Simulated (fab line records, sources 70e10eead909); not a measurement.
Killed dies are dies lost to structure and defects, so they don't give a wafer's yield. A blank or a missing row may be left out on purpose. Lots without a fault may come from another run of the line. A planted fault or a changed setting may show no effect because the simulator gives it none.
Chamber matching | flow nand_harc | NHARC_A_STAIRCASE_TRIM_196 on rie_diel-08: 4 sister chambers
The step chemistry O2, time 211.2 s. 8 wafers are shown with their chamber, then 12 later ones without.

WAFERS WITH THEIR CHAMBER
wafer  | chamber | showerhead_plenum_p_Torr (Torr) | drypump_motor_current_A (A)
L084.5 | 2       | 3.58                            | 6.3
L087.5 | 1       | 3.42                            | 6.1
L088.1 | 3       | 3.36                            | 6.5
L088.3 | 0       | 3.52                            | 6.2
L088.5 | 3       | 3.37                            | 6.5
L088.2 | 2       | 3.58                            | 6.3
L088.4 | 1       | 3.42                            | 6.0
L088.6 | 0       | 3.52                            | 6.2

WAFERS WITHOUT THEIR CHAMBER
wafer  | showerhead_plenum_p_Torr (Torr) | drypump_motor_current_A (A)
L091.2 | 3.58                            | 6.2
L091.3 | 3.36                            | 6.5
L091.4 | 3.52                            | 6.2
L092.1 | 3.41                            | 6.1
L092.2 | 3.52                            | 6.2
L092.3 | 3.36                            | 6.5
L092.4 | 3.57                            | 6.3
L092.5 | 3.41                            | 6.0
L092.6 | 3.52                            | 6.2
L097.2 | 3.41                            | 6.0
L097.3 | 3.51                            | 6.2
L097.6 | 3.51                            | 6.2

WHICH CHAMBER EACH WENT THROUGH
wafer  | from the rows above | in truth
L091.2 | 2                   | 2
L091.3 | 3                   | 3
L091.4 | 0                   | 0
L092.1 | 1                   | 1
L092.2 | 0                   | 0
L092.3 | 3                   | 3
L092.4 | 2                   | 2
L092.5 | 1                   | 1
L092.6 | 0                   | 0
L097.2 | 1                   | 1
L097.3 | 0                   | 0
L097.6 | 0                   | 0
Placed correctly: 12 of 12. Can't be placed from these rows: 0. Placed wrongly: 0.
How it was worked out, from the rows above alone: a wafer's distance from a chamber is the root of the sum, over the readings, of the square of ((its reading less the chamber's mean) divided by the reading's scatter). The wafer belongs to the nearest chamber; if the next one is less than 2 further off, it can't be placed. A chamber's mean is the mean of its shown wafers. The scatter: the root of (the sum of the squares of (reading less its chamber's mean) over the shown wafers, divided by (wafers less chambers)).
